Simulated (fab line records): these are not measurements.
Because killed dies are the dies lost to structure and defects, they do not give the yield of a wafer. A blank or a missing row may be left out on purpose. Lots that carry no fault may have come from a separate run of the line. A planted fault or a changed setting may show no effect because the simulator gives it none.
Problem report in the 8D (eight disciplines) form, filled by code	flow n5 finfet	the parts of the form that need people (team, actions taken, sign-off) are left out

== 1. THE PROBLEM ==
Wafers with no fault read 845 W with a standard deviation of 3, whereas rf fwd power W at N5_FIN_SAQP_ETCH_69 reads a mean of 1357 W on 1 wafer of 1 lot. That is +99 or more standard deviations from the usual mean.
The step: etches SOC in N2/H2, stops on SiNx, target depth 150 nm.
First observed at day 6 06:59: wafer L754.5, on rie diel-06. At this step, 26 wafers from 9 lots have a number in the record. Rule for "out", or "out of limits": more than 4 standard deviations from the usual mean. Any other wafer with a number is counted as sound.

== 2. WHAT IT IS AND WHAT IT IS NOT ==
question	is	is not
which readings at this step	rf fwd power W, rf vpp V	drypump motor current A, oes product au, showerhead plenum p Torr, throttle valve pct
which lots	L754	L737, L741, L742, L746, L749, L750, L752, L760
which wafers of those lots	L754.5	L754.3, L754.4
read on which tools	rie diel-06	rie diel-04, rie diel-05
when	from day 6 06:59	up to then (22 sound wafers); but 3 sound wafers of L760 came after

== 3. WHAT RULES OUT EACH SUSPECT ==
Counting: if a tool at a process step up to the reading ran every lot that is out, it stays a suspect. Sound lots after the first of them don't rule it out here, since some wafers of a struck lot are sound.
- rie diel-04 at N5_FIN_SAQP_HM_OPEN_73 (chemistry CHF3/O2, target SiO2, stops on a-Si, target depth 12 nm, time 16.8 s): kept. The lot that is out, L754, ran on it at day 6 04:26; the last sound lot it ran before that was L749, at day 5 00:43.
- ald sin-04 at N5_FIN_SAQP_SPACER1_ALD_24 (deposits SiO2, target thk 20.3 nm, pulse time 1 s, purge time 2 s): kept. The lot that is out, L754, ran on it at day 6 05:20; the last sound lot it ran before that was L742, at day 3 04:37.
- vapor etch-02 at N5_FIN_SAQP_RECESS_63 (chemistry HF/NH3, target SiO2, target depth 18 nm, afs cycles 3, sublimation time 60 s): kept. The lot that is out, L754, ran on it at day 6 06:39; the last sound lot it ran before that was L750, at day 5 07:52.
- rie diel-06 at N5_FIN_SAQP_ETCH_69 (etches SOC in N2/H2, stops on SiNx, target depth 150 nm): kept. The lot that is out, L754, ran on it at day 6 06:59; the last sound lot it ran before that was L752, at day 5 19:34. Its own readings are out on those wafers: rf fwd power W, rf vpp V.
- Within rie diel-04 at N5_FIN_SAQP_HM_OPEN_73: the wafers that are out ran in chamber 3; their sound lot-mates ran in chambers 0, 2.
- Within rie diel-06 at N5_FIN_SAQP_ETCH_69: the wafers that are out ran in chamber 0; their sound lot-mates ran in chambers 1, 2.
Left after counting: rie diel-04 at N5_FIN_SAQP_HM_OPEN_73, ald sin-04 at N5_FIN_SAQP_SPACER1_ALD_24, vapor etch-02 at N5_FIN_SAQP_RECESS_63, rie diel-06 at N5_FIN_SAQP_ETCH_69.

== 4. THE CAUSE (what the simulator had put in) ==
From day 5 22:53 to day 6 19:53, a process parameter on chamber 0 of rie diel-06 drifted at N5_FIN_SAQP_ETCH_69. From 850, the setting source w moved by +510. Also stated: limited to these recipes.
After counting, 4 suspects remain, this tool included.

== 5. THE CHAIN OF EFFECTS, in route order ==
Each row: a reading whose mean over the struck wafers that have a number lies more than 3 standard deviations from the usual. Scope: only readings with a usual standard deviation given in the record; hours: median across lots of the time from each lot's start at the first step in this table that gives one to its start at this step; sigmas: change in usual standard deviations.
hours	step	reading	usual	on struck wafers	change	sigmas
0	N5_FIN_SAQP_ETCH_69	rf fwd power W	845 W	1357	+512	+99 or more
0	N5_FIN_SAQP_ETCH_69	rf vpp V	240.4 V	204.2	-36.2	-24
Process steps it contains:
- N5_FIN_SAQP_ETCH_69: etches SOC in N2/H2, stops on SiNx, target depth 150 nm.
Later steps that measure or inspect, where all struck wafers having a row at the step show a number for every such reading and not one has moved that far: N5_BEOL_M4_RC_MEAS_101.

== 6. WHAT WOULD HAVE CAUGHT IT SOONER ==
8 hours passed between the start of the fault at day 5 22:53 and the first reading out of limits in this record, taken at day 6 06:59.
